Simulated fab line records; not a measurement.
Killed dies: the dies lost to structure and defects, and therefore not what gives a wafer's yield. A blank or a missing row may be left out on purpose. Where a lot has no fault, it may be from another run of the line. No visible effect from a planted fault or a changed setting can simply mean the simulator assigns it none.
Split-lot study	flow n5-finfet	route with 1938 steps; 7 lots, 21 wafers read

THE SPLIT ITSELF
At N5_DUMMY_GATE_CVD_03 (deposits a-Si from SiH4, target thk 150 nm, time 8042 s), the setting temp-c was moved away from the recipe's 530 C on 18 of the 21 wafers read, by -4.4% to +4.5%. This setting was run at the recipe's value on the other wafers.

Reading taken at the split's own step.

THE READING
a-Si_of_DUMMY_GATE_CVD_03.thk-nm (the simulator's own value, which no gauge read), in nm, at N5_DUMMY_GATE_CVD_03 (deposits a-Si from SiH4, target thk 150 nm, time 8042 s). There is no usual value for it anywhere in the file. Average 149.3 nm, standard deviation 0.094 nm, over the 3 wafers here run with the recipe.

wafer	tool, chamber at the split	temp-c as run, C	against the recipe	a-Si_of_DUMMY_GATE_CVD_03.thk-nm, nm	against lot-mates on the recipe
L078.2	-, -	553.6	+4.5%	286.8	no lot-mate on the recipe
L078.3	-, -	553.6	+4.5%	287.4	no lot-mate on the recipe
L078.4	-, -	553.6	+4.5%	286.6	no lot-mate on the recipe
L083.4	lpcvd-02, 1/54,1/59	530	recipe	149.4	-
L083.5	lpcvd-02, 1/54,1/59	530	recipe	149.4	-
L083.6	lpcvd-02, 1/64	530	recipe	149.2	-
L085.2	-, -	515.3	-2.8%	95.8	no lot-mate on the recipe
L085.3	-, -	515.3	-2.8%	96.8	no lot-mate on the recipe
L085.5	-, -	515.3	-2.8%	96.6	no lot-mate on the recipe
L088.1	-, -	523.1	-1.3%	124	no lot-mate on the recipe
L088.2	-, -	523.1	-1.3%	123.4	no lot-mate on the recipe
L088.3	-, -	523.1	-1.3%	123.6	no lot-mate on the recipe
L089.4	-, -	523	-1.3%	121.8	no lot-mate on the recipe
L089.5	-, -	523	-1.3%	120	no lot-mate on the recipe
L089.6	-, -	523	-1.3%	120.8	no lot-mate on the recipe
L092.2	-, -	506.5	-4.4%	74	no lot-mate on the recipe
L092.3	-, -	506.5	-4.4%	74	no lot-mate on the recipe
L092.6	-, -	506.5	-4.4%	74.4	no lot-mate on the recipe
L095.2	-, -	545.4	+2.9%	231.4	no lot-mate on the recipe
L095.3	-, -	545.4	+2.9%	229.8	no lot-mate on the recipe
L095.5	-, -	545.4	+2.9%	230.8	no lot-mate on the recipe
When a row names more than one chamber, that row covers several wafers, and the file does not tell which wafer ran in which chamber.

FIT RESULTS
A straight line over all 21 wafers: a-Si_of_DUMMY_GATE_CVD_03.thk-nm changes by +24.3 nm for each +1% of temp-c; r = +0.99; the points scatter about the line by 12 nm.
Too few moved wafers with a lot-mate on the recipe to fit a line net of each lot's own level.

THE FILE'S OWN FIT
a-Si_of_DUMMY_GATE_CVD_03.thk-nm changes by +24.3 nm for each +1% of temp-c, r = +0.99.
